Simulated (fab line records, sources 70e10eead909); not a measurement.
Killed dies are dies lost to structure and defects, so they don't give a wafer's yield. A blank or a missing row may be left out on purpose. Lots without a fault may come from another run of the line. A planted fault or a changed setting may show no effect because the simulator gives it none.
Which tool did it? | flow nand_harc | 6 lots, 17 wafers sampled, at 1 step of a route of 1302

WHAT THE GAUGES READ, wafer by wafer
NHARC_A_SOURCE_PLATE_THK_MEAS_09: measures by ellipsometry.
lot  | measured     | on            | thk_nm (nm)
L954 | day 7 14:17  | film_metro-01 | 11.4 10.5 9.3
L956 | day 8 15:48  | film_metro-02 | 8.7 12.3 11.5
L958 | day 9 01:27  | film_metro-02 | 10.1 10.3 9.0
L961 | day 10 10:11 | film_metro-01 | 10.2 10.3 7.1
L962 | day 11 05:19 | film_metro-02 | 9.8 10.1 10.7
L971 | day 14 12:55 | film_metro-02 | 10.5 9.3

WHICH TOOL RAN EACH LOT (tool, then ch and the chambers of the sampled wafers, then the start)
The record holds no process step before these readings.

THE ANSWER, worked out from the rows above alone
Rule: what is usual is taken from the lots themselves. Put in order of their means at a reading, lots are off if they are a third of the lots or fewer, leave a main group of 4 or more, and stand apart from it by a gap of 3 or more times the standard deviation of the main group's means; of several such gaps the widest counts. A main group whose means are all the same, to the digits that the tables above print for the reading, isn't used. A lot without any number at a reading at which 4 lots or more have one is off too. The other lots that the step has rows for count as sound.
No lot is off at any reading shown: from this, nothing can be told.

WHAT THE SIMULATOR HAD PUT IN
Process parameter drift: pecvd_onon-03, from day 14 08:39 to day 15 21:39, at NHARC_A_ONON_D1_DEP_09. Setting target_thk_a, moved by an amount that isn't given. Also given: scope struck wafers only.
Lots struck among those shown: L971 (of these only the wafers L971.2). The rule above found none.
